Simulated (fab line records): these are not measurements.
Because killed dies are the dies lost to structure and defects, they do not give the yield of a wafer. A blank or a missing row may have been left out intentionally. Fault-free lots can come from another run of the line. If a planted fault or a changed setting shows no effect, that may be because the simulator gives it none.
A lot that was struck, set against a sound lot    flow n5-finfet    37 steps out of a route of 1938
Sound: wafers L327.1, L327.3, L327.6. Wafers L336.2, L336.3, L336.6 were the ones struck. Last of all comes the cause.
Order at every step that has rows: each side's tool, ch and its chambers, its first start. Under that, the readings that differ: sound wafers    struck wafers    difference of the means    sigmas: that difference in standard deviations of wafers without a fault.
alike: readings with means less than 2 such deviations apart, plus words and numbers identical on both sides. not compared: withheld readings, readings lacking a value on some wafer, bounds such as >300 that could conceal the same value, and numbers that have no deviation in the record and whose values overlap.
Wherever a step has rows on one side only, a row that says differs or no value, or a row with sigmas, the two part there. Numbers that don't overlap but have no deviation are shown without sigmas and don't part them. Lack of a reading on every wafer of one side parts them only where that side has two or more wafers.

first, 9 steps without rows for these wafers: N5_BEOL_M4_ANNEAL_95 (time 240 s); N5_BEOL_M4_SPUTTER_96 (material Cu, target thk 4.5 nm, time 8.29 s); N5_BEOL_M4_ECD_50 (material Cu, target thk 300 nm); N5_BEOL_M4_ANNEAL_51 (time 90 s); N5_BEOL_M4_CMP_52 (polishes, stops on SiOC, t overpolish 6.8 s, target thk 40 nm); N5_BEOL_M4_PRE_CLEAN_60 (time 15 s); N5_BEOL_M4_CO_CAP_55 (material Co, precursor CCTBA/H2, target thk 2 nm, time 102.1 s); N5_BEOL_M4_PRE_CLEAN_56 (time 15 s); N5_BEOL_M4_DEP_57 (deposits SiCN from 3MS/NH3, target thk 8 nm, time 14 s).
N5_BEOL_M4_RC_MEAS_101:
  sound on prober-02 ch 0, day 9 10:29; struck on prober-02 ch 0, day 11 17:26
reading        sound        struck       difference  sigmas
ION_P (uA/um)  476 477 472  456 452 458  -20         -2
  alike: DIBL_N, DIBL_P, IOFF_N, IOFF_P, ION_N, SS_N, SS_P, VT_N, VT_P
then, 24 steps without rows for these wafers: N5_BEOL_M5_ILD_DEP_00 (deposits SiCOH lowk from DEMS/porogen, target thk 140.64 nm, time 25.9 s); N5_BEOL_M5_CURE_79 (cures SiCOH lowk, time 240 s); N5_BEOL_M5_PECVD_70 (deposits SiO2 from TEOS/O2, target thk 16 nm, time 18 s); N5_BEOL_M5_HM_DEP_02 (deposits TiN, target thk 20 nm); N5_BEOL_M5_COAT_59 (time 60 s, resist thk 60 nm); N5_BEOL_M5_COAT_60 (time 60 s, resist thk 12 nm); N5_BEOL_M5_COAT_71 (time 60 s, resist thk 5 nm); N5_BEOL_M5_COAT_05 (resist thk 30 nm); N5_BEOL_M5_EBR_07; N5_BEOL_M5_SOFTBAKE_06 (time 60 s); N5_BEOL_M5_EXPOSE_08 (exposes mask M5, target cd 28 nm); N5_BEOL_M5_PEB_09 (peb time 60 s); N5_BEOL_M5_DEVELOP_10 (develop time 30 s); N5_BEOL_M5_DESCUM_16 (chemistry O2, time 7 s); N5_BEOL_M5_ETCH_72 (etches underlayer in N2/H2, target depth 6.5 nm, time 5.2 s); N5_BEOL_M5_ETCH_61 (etches SiARC in CF4, target depth 15.6 nm, time 26 s); N5_BEOL_M5_ETCH_62 (etches SOC in N2/H2, target depth 75 nm, overetch 15 nm, time 112.5 s); N5_BEOL_M5_STRIP_63 (strips in N2/H2); N5_BEOL_M5_STRIP_73 (strips in N2/H2); N5_BEOL_M5_STRIP_64 (strips in CF4); N5_BEOL_M5_HM_OPEN_17 (chemistry Cl2/BCl3, target TiN, target depth 20 nm, overetch 6 nm); N5_BEOL_M5_STRIP_19 (strips in O2); N5_BEOL_M5_COAT_65 (time 60 s, resist thk 60 nm); N5_BEOL_M5_COAT_66 (time 60 s, resist thk 12 nm).
-- the record jumps here: 3 days lie between the struck wafers' starts before and after (it left off in module BEOL_M5 and takes up again in module BEOL_M11, whose first step shown is number 1594 of the route) --
N5_BEOL_M11_ECD_50: material Cu, target thk 318 nm.
  sound on ecd-cu-02 ch 1, day 12 01:43; struck on ecd-cu-02 ch 0,1, day 14 19:51
N5_BEOL_M11_CMP_52: polishes, stops on SiCOH lowk, t overpolish 7 s, target thk 140 nm.
  sound on cmp-02 ch 0,2, day 12 02:08; struck on cmp-04 ch 0,2, day 14 20:17
reading                 sound           struck       difference  sigmas
time-to-endpoint-s (s)  62.5 61.2 66.1  2.6 0.6 0.0  -62.2       -22
  alike: clearing-platen-rpm, motor-current-A
-- here the record skips 2 days between the struck wafers' starts before and after, leaving off in module BEOL_M11 and picking up in module PASSIVATION (first step shown: number 1936 of the route) --
N5_PASSIVATION_PROBE_49:
  the record has rows for the struck wafers here (prober-01, day 17 05:39) and none for the sound ones

== WHERE THEY PART ==
First at N5_BEOL_M4_RC_MEAS_101; last, within this record, at N5_PASSIVATION_PROBE_49.

WHY: the cause the simulator had injected
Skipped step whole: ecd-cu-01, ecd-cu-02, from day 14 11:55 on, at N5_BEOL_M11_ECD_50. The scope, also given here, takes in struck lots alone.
